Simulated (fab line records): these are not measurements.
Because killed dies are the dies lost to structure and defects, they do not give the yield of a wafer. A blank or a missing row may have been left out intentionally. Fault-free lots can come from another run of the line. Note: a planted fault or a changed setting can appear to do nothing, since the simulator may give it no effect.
Which tool is to blame? :: flow n5 finfet :: Sampling: 11 lots, 31 wafers, 5 of 1938 route steps

WHAT THE GAUGES READ, wafer by wafer
Not one reading of a measure or inspect step in the record can be checked against a usual standard deviation.

TOOL THAT RAN EACH LOT (tool first, then ch and the chambers of the sampled wafers, then the start)
lot: L113
N5_BEOL_M9_CVD_78: cvd co-02 ch 0,1,2, day 10 18:40
N5_PASSIVATION_DESCUM_12: rie diel-04 ch 1,2, day 12 23:37
N5_PASSIVATION_PASS_ETCH_74: rie diel-04 ch 1,2, day 12 23:41
N5_PASSIVATION_DEGAS_18: pvd sputter-02, day 13 01:03
N5_PASSIVATION_PROBE_49: prober-01, day 13 06:44

lot: L112
N5_BEOL_M9_CVD_78: cvd co-02 ch 0,1, day 10 18:46
N5_PASSIVATION_DESCUM_12: rie diel-06 ch 0,1,3, day 13 06:52
N5_PASSIVATION_PASS_ETCH_74: rie diel-06 ch 0,1,3, day 13 06:56
N5_PASSIVATION_DEGAS_18: pvd sputter-01, day 13 07:47
N5_PASSIVATION_PROBE_49: prober-01, day 13 13:52

lot: L114
N5_BEOL_M9_CVD_78: cvd co-02 ch 0,2, day 11 16:34
N5_PASSIVATION_DESCUM_12: rie diel-04 ch 0,2,3, day 13 15:55
N5_PASSIVATION_PASS_ETCH_74: rie diel-04 ch 0,2,3, day 13 15:59
N5_PASSIVATION_DEGAS_18: pvd sputter-02, day 13 16:44
N5_PASSIVATION_PROBE_49: prober-01, day 13 22:36

lot: L121
N5_BEOL_M9_CVD_78: cvd co-02 ch 0,1,2, day 12 18:58
N5_PASSIVATION_DESCUM_12: rie diel-06 ch 0,2,3, day 15 00:43
N5_PASSIVATION_PASS_ETCH_74: rie diel-06 ch 0,2,3, day 15 00:47
N5_PASSIVATION_DEGAS_18: pvd sputter-02, day 15 01:35
N5_PASSIVATION_PROBE_49: -

lot: L124
N5_BEOL_M9_CVD_78: cvd co-01 ch 1,2, day 13 12:17
N5_PASSIVATION_DESCUM_12: rie diel-03 ch 0,1, day 15 09:39
N5_PASSIVATION_PASS_ETCH_74: rie diel-03 ch 0,1, day 15 09:43
N5_PASSIVATION_DEGAS_18: pvd sputter-03, day 15 10:16
N5_PASSIVATION_PROBE_49: prober-01, day 15 15:47

lot: L123
N5_BEOL_M9_CVD_78: cvd co-01 ch 1,2, day 13 13:43
N5_PASSIVATION_DESCUM_12: rie diel-04 ch 0,2, day 15 18:58
N5_PASSIVATION_PASS_ETCH_74: rie diel-04 ch 0,2, day 15 19:02
N5_PASSIVATION_DEGAS_18: pvd sputter-03, day 15 20:34
N5_PASSIVATION_PROBE_49: prober-01, day 16 02:16

lot: L126
N5_BEOL_M9_CVD_78: cvd co-02 ch 0,1,2, day 14 02:55
N5_PASSIVATION_DESCUM_12: rie diel-03 ch 0,1, day 16 06:48
N5_PASSIVATION_PASS_ETCH_74: rie diel-03 ch 0,1, day 16 06:52
N5_PASSIVATION_DEGAS_18: pvd sputter-03, day 16 09:35
N5_PASSIVATION_PROBE_49: prober-02, day 16 15:16

lot: L130
N5_BEOL_M9_CVD_78: cvd co-02 ch 0,1, day 14 19:44
N5_PASSIVATION_DESCUM_12: rie diel-06 ch 0,1,3, day 17 01:16
N5_PASSIVATION_PASS_ETCH_74: rie diel-06 ch 0,1,3, day 17 01:20
N5_PASSIVATION_DEGAS_18: pvd sputter-02, day 17 03:22
N5_PASSIVATION_PROBE_49: prober-02, day 17 09:02

lot: L129
N5_BEOL_M9_CVD_78: cvd co-02 ch 0,1,2, day 14 20:15
N5_PASSIVATION_DESCUM_12: rie diel-03 ch 0,1,3, day 16 20:58
N5_PASSIVATION_PASS_ETCH_74: rie diel-03 ch 0,1,3, day 16 21:02
N5_PASSIVATION_DEGAS_18: pvd sputter-02, day 16 21:47
N5_PASSIVATION_PROBE_49: prober-02, day 17 03:55

lot: L128
N5_BEOL_M9_CVD_78: cvd co-02 ch 0,1,2, day 15 15:02
N5_PASSIVATION_DESCUM_12: rie diel-04 ch 0,1,3, day 17 18:26
N5_PASSIVATION_PASS_ETCH_74: rie diel-04 ch 0,1,3, day 17 18:29
N5_PASSIVATION_DEGAS_18: pvd sputter-01, day 17 19:21
N5_PASSIVATION_PROBE_49: prober-01, day 18 01:16

lot: L134
N5_BEOL_M9_CVD_78: cvd co-02 ch 1,2, day 16 06:19
N5_PASSIVATION_DESCUM_12: rie diel-04 ch 0,2, day 18 08:08
N5_PASSIVATION_PASS_ETCH_74: rie diel-04 ch 0,2, day 18 08:13
N5_PASSIVATION_DEGAS_18: pvd sputter-01, day 18 08:51
N5_PASSIVATION_PROBE_49: prober-01, day 18 14:56
- N5_BEOL_M9_CVD_78: deposits Co from CCTBA/H2, target thk 2 nm, time 138.9 s.
- N5_PASSIVATION_DESCUM_12: chemistry O2, time 7.9 s.
- N5_PASSIVATION_PASS_ETCH_74: etches SiNx in CF4/O2, target depth 220 nm, time 110 s.
- N5_PASSIVATION_DEGAS_18: time 60 s.
- N5_PASSIVATION_PROBE_49

WHAT THE TOOLS THEMSELVES READ (means of the sampled wafers that have a number; where no wafer has one, the mark that the record gives instead)
N5_PASSIVATION_DESCUM_12. Usual: drypump motor current A 5.6 A, standard deviation 0.43; o2 flow sccm 225.0 sccm, standard deviation 0.67; oes product au 0.79 a.u., standard deviation 0.087; rf vpp V 243.0 V, standard deviation 1.3; showerhead plenum p Torr 2.09 Torr, standard deviation 0.074; throttle valve pct 20.55 %, standard deviation 0.2.
lot: L113
tool: rie diel-04
drypump motor current A (A): 5.4
o2 flow sccm (sccm): 225.7
oes product au (a.u.): 0.78
rf vpp V (V): 243.3
showerhead plenum p Torr (Torr): 2.12
throttle valve pct (%): 20.51
flag: 

lot: L112
tool: rie diel-06
drypump motor current A (A): 5.7
o2 flow sccm (sccm): 224.0
oes product au (a.u.): 0.78
rf vpp V (V): 243.6
showerhead plenum p Torr (Torr): 2.06
throttle valve pct (%): 20.40
flag: 

lot: L114
tool: rie diel-04
drypump motor current A (A): 5.6
o2 flow sccm (sccm): 224.3
oes product au (a.u.): 0.82
rf vpp V (V): 243.3
showerhead plenum p Torr (Torr): 2.13
throttle valve pct (%): 20.71
flag: 

lot: L121
tool: rie diel-06
drypump motor current A (A): 5.8
o2 flow sccm (sccm): 224.7
oes product au (a.u.): 0.84
rf vpp V (V): 242.4
showerhead plenum p Torr (Torr): 2.05
throttle valve pct (%): 20.31
flag: 

lot: L124
tool: rie diel-03
drypump motor current A (A): 5.3
o2 flow sccm (sccm): 225.1
oes product au (a.u.): 0.78
rf vpp V (V): 244.1
showerhead plenum p Torr (Torr): 2.16
throttle valve pct (%): 20.56
flag: 

lot: L123
tool: rie diel-04
drypump motor current A (A): 5.8
o2 flow sccm (sccm): 224.9
oes product au (a.u.): 0.80
rf vpp V (V): 243.4
showerhead plenum p Torr (Torr): 2.16
throttle valve pct (%): 20.80
flag: 

lot: L126
tool: rie diel-03
drypump motor current A (A): 5.3
o2 flow sccm (sccm): 225.2
oes product au (a.u.): 0.76
rf vpp V (V): 244.2
showerhead plenum p Torr (Torr): 2.16
throttle valve pct (%): 20.58
flag: 

lot: L130
tool: rie diel-06
drypump motor current A (A): 5.7
o2 flow sccm (sccm): 225.4
oes product au (a.u.): 0.75
rf vpp V (V): 242.0
showerhead plenum p Torr (Torr): 2.05
throttle valve pct (%): 20.44
flag: 

lot: L129
tool: rie diel-03
drypump motor current A (A): 5.6
o2 flow sccm (sccm): 224.8
oes product au (a.u.): 0.76
rf vpp V (V): 243.3
showerhead plenum p Torr (Torr): 2.12
throttle valve pct (%): 20.63
flag: 

lot: L128
tool: rie diel-04
drypump motor current A (A): 5.5
o2 flow sccm (sccm): 225.5
oes product au (a.u.): 0.90
rf vpp V (V): 241.9
showerhead plenum p Torr (Torr): 2.05
throttle valve pct (%): 20.42
flag: 

lot: L134
tool: rie diel-04
drypump motor current A (A): 5.8
o2 flow sccm (sccm): 224.7
oes product au (a.u.): 0.90
rf vpp V (V): 244.5
showerhead plenum p Torr (Torr): 2.15
throttle valve pct (%): 20.66
flag: 

N5_PASSIVATION_PASS_ETCH_74. Usual: drypump motor current A 5.6 A, standard deviation 0.42; oes_ar_750_au 0.79 a.u., standard deviation 0.095; oes product au 0.79 a.u., standard deviation 0.093; rf vpp V 242 V, standard deviation 11; showerhead plenum p Torr 2.20 Torr, standard deviation 0.068; throttle valve pct 16.08 %, standard deviation 0.17.
lot: L113
tool: rie diel-04
drypump motor current A (A): 5.4
oes_ar_750_au (a.u.): 0.80
oes product au (a.u.): 0.80
rf vpp V (V): 233
showerhead plenum p Torr (Torr): 2.23
throttle valve pct (%): 16.04
flag: 

lot: L112
tool: rie diel-06
drypump motor current A (A): 5.7
oes_ar_750_au (a.u.): 0.76
oes product au (a.u.): 0.76
rf vpp V (V): 249
showerhead plenum p Torr (Torr): 2.18
throttle valve pct (%): 16.03
flag: 

lot: L114
tool: rie diel-04
drypump motor current A (A): 5.6
oes_ar_750_au (a.u.): 0.83
oes product au (a.u.): 0.82
rf vpp V (V): 233
showerhead plenum p Torr (Torr): 2.22
throttle valve pct (%): 16.10
flag: 

lot: L121
tool: rie diel-06
drypump motor current A (A): 5.8
oes_ar_750_au (a.u.): 0.83
oes product au (a.u.): 0.82
rf vpp V (V): 240
showerhead plenum p Torr (Torr): 2.17
throttle valve pct (%): 15.91
flag: 

lot: L124
tool: rie diel-03
drypump motor current A (A): 5.3
oes_ar_750_au (a.u.): 0.75
oes product au (a.u.): 0.76
rf vpp V (V): 259
showerhead plenum p Torr (Torr): 2.27
throttle valve pct (%): 16.13
flag: 

lot: L123
tool: rie diel-04
drypump motor current A (A): 5.8
oes_ar_750_au (a.u.): 0.81
oes product au (a.u.): 0.80
rf vpp V (V): 233
showerhead plenum p Torr (Torr): 2.25
throttle valve pct (%): 16.20
flag: 

lot: L126
tool: rie diel-03
drypump motor current A (A): 5.3
oes_ar_750_au (a.u.): 0.74
oes product au (a.u.): 0.75
rf vpp V (V): 260
showerhead plenum p Torr (Torr): 2.27
throttle valve pct (%): 16.14
flag: 

lot: L130
tool: rie diel-06
drypump motor current A (A): 5.7
oes_ar_750_au (a.u.): 0.73
oes product au (a.u.): 0.74
rf vpp V (V): 249
showerhead plenum p Torr (Torr): 2.18
throttle valve pct (%): 16.08
flag: 

lot: L129
tool: rie diel-03
drypump motor current A (A): 5.6
oes_ar_750_au (a.u.): 0.75
oes product au (a.u.): 0.75
rf vpp V (V): 252
showerhead plenum p Torr (Torr): 2.24
throttle valve pct (%): 16.21
flag: 

lot: L128
tool: rie diel-04
drypump motor current A (A): 5.4
oes_ar_750_au (a.u.): 0.90
oes product au (a.u.): 0.89
rf vpp V (V): 233
showerhead plenum p Torr (Torr): 2.15
throttle valve pct (%): 15.86
flag: 

lot: L134
tool: rie diel-04
drypump motor current A (A): 5.8
oes_ar_750_au (a.u.): 0.92
oes product au (a.u.): 0.92
rf vpp V (V): 232
showerhead plenum p Torr (Torr): 2.25
throttle valve pct (%): 16.02
flag: 

N5_PASSIVATION_DEGAS_18. Usual: heater power w 468 W, standard deviation 33.
lot: L113
tool: pvd sputter-02
heater power w (W): 494
flag: 

lot: L112
tool: pvd sputter-01
heater power w (W): 476
flag: 

lot: L114
tool: pvd sputter-02
heater power w (W): 480
flag: 

lot: L121
tool: pvd sputter-02
heater power w (W): 474
flag: 

lot: L124
tool: pvd sputter-03
heater power w (W): 445
flag: 

lot: L123
tool: pvd sputter-03
heater power w (W): 436
flag: 

lot: L126
tool: pvd sputter-03
heater power w (W): 454
flag: 

lot: L130
tool: pvd sputter-02
heater power w (W): 475
flag: 

lot: L129
tool: pvd sputter-02
heater power w (W): 475
flag: 

lot: L128
tool: pvd sputter-01
heater power w (W): 482
flag: 

lot: L134
tool: pvd sputter-01
heater power w (W): 506
flag: 

N5_PASSIVATION_PROBE_49. Usual: defect limited yield 91.7 %, standard deviation 1.4; killed_at_M0_to_M3 31, standard deviation 11; killed_at_M4_up 13, standard deviation 4.6; killed at contacts 13, standard deviation 6.7; killed at front end 39, standard deviation 9.6; killed at other 3.5, standard deviation 2.8; killed dies 98, standard deviation 16; killed open 64, standard deviation 11; killed short 33, standard deviation 8.5; sort_bin_5_function 4.9 %, standard deviation 0.96; sort_bin_6_memory 3.1 %, standard deviation 0.59; sort_bin_8_speed 0.2 %, standard deviation 1.3; sort n pass 1080, standard deviation 23.
lot: L113
tool: prober-01
defect limited yield (%): 93.3
killed_at_M0_to_M3: 18
killed_at_M4_up: 14
killed at contacts: 15
killed at front end: 30
killed at other: 2.0
killed dies: 79
killed open: 50
killed short: 28
sort_bin_5_function (%): 4.2
sort_bin_6_memory (%): 2.2
sort_bin_8_speed (%): 0.0
sort n pass: 1101
flag: 

lot: L112
tool: prober-01
defect limited yield (%): 93.2
killed_at_M0_to_M3: 25
killed_at_M4_up: 14
killed at contacts: 3
killed at front end: 34
killed at other: 5.0
killed dies: 81
killed open: 54
killed short: 26
sort_bin_5_function (%): 3.9
sort_bin_6_memory (%): 2.7
sort_bin_8_speed (%): 0.0
sort n pass: 1099
flag: 

lot: L114
tool: prober-01
defect limited yield (%): 92.0
killed_at_M0_to_M3: 26
killed_at_M4_up: 14
killed at contacts: 21
killed at front end: 31
killed at other: 3.0
killed dies: 94
killed open: 63
killed short: 31
sort_bin_5_function (%): 4.4
sort_bin_6_memory (%): 3.2
sort_bin_8_speed (%): 0.1
sort n pass: 1086
flag: 

lot: L124
tool: prober-01
defect limited yield (%): 83.7
killed_at_M0_to_M3: 32
killed_at_M4_up: 113
killed at contacts: 9
killed at front end: 34
killed at other: 4.3
killed dies: 192
killed open: 57
killed short: 31
sort_bin_5_function (%): 10.5
sort_bin_6_memory (%): 4.5
sort_bin_8_speed (%): 0.0
sort n pass: 988
flag: OFF

lot: L123
tool: prober-01
defect limited yield (%): 85.1
killed_at_M0_to_M3: 27
killed_at_M4_up: 106
killed at contacts: 19
killed at front end: 22
killed at other: 1.5
killed dies: 176
killed open: 54
killed short: 28
sort_bin_5_function (%): 10.4
sort_bin_6_memory (%): 3.0
sort_bin_8_speed (%): 0.0
sort n pass: 1004
flag: OFF

lot: L126
tool: prober-02
defect limited yield (%): 91.1
killed_at_M0_to_M3: 32
killed_at_M4_up: 14
killed at contacts: 8
killed at front end: 49
killed at other: 2.3
killed dies: 105
killed open: 71
killed short: 31
sort_bin_5_function (%): 5.0
sort_bin_6_memory (%): 3.6
sort_bin_8_speed (%): 0.0
sort n pass: 1075
flag: 

lot: L130
tool: prober-02
defect limited yield (%): 93.0
killed_at_M0_to_M3: 22
killed_at_M4_up: 15
killed at contacts: 17
killed at front end: 26
killed at other: 3.0
killed dies: 82
killed open: 54
killed short: 28
sort_bin_5_function (%): 3.9
sort_bin_6_memory (%): 2.9
sort_bin_8_speed (%): 0.3
sort n pass: 1095
flag: 

lot: L129
tool: prober-02
defect limited yield (%): 90.3
killed_at_M0_to_M3: 40
killed_at_M4_up: 14
killed at contacts: 14
killed at front end: 38
killed at other: 8.3
killed dies: 115
killed open: 82
killed short: 32
sort_bin_5_function (%): 5.8
sort_bin_6_memory (%): 3.7
sort_bin_8_speed (%): 0.0
sort n pass: 1065
flag: 

lot: L128
tool: prober-01
defect limited yield (%): 90.3
killed_at_M0_to_M3: 42
killed_at_M4_up: 12
killed at contacts: 13
killed at front end: 45
killed at other: 3.7
killed dies: 115
killed open: 73
killed short: 41
sort_bin_5_function (%): 5.3
sort_bin_6_memory (%): 4.2
sort_bin_8_speed (%): 0.0
sort n pass: 1065
flag: 

lot: L134
tool: prober-01
defect limited yield (%): 90.9
killed_at_M0_to_M3: 30
killed_at_M4_up: 16
killed at contacts: 20
killed at front end: 36
killed at other: 4.5
killed dies: 108
killed open: 70
killed short: 38
sort_bin_5_function (%): 5.3
sort_bin_6_memory (%): 3.4
sort_bin_8_speed (%): 0.0
sort n pass: 1072
flag: 

THE ANSWER, worked out from the rows above alone
Rule: a lot counts as off when the mean over its wafers that have a number is more than 3 standard deviations away from the usual mean. Also off: a lot with no number at a reading for which 4 or more lots have one. Any other lot the step has rows for is counted as sound. The gauges are gone through in route order, then the tools' own readings, and for those a lot's mean is taken as printed above. The first step at which some lot is off is used, and at that step the reading that is off furthest; a lot without a number counts as furthest.
Off, at N5_PASSIVATION_PROBE_49 on killed_at_M4_up: L124, L123. Neither off nor sound, because the step has no rows for them: L121.
If a tool, at that step or one of the process steps before it, ran each lot that is off and ran no sound lot following the first of them, it fits. One candidate fits, namely cvd co-01 at N5_BEOL_M9_CVD_78. It ran no sound lot before its first lot that is off in this sample, so the start can't be narrowed down.

WHAT THE SIMULATOR PUT IN
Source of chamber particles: cvd co-01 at N5_BEOL_M9_CVD_78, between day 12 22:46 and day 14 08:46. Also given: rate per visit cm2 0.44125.
Lots struck among those shown: L124, L123. This agrees with what the rule above found.
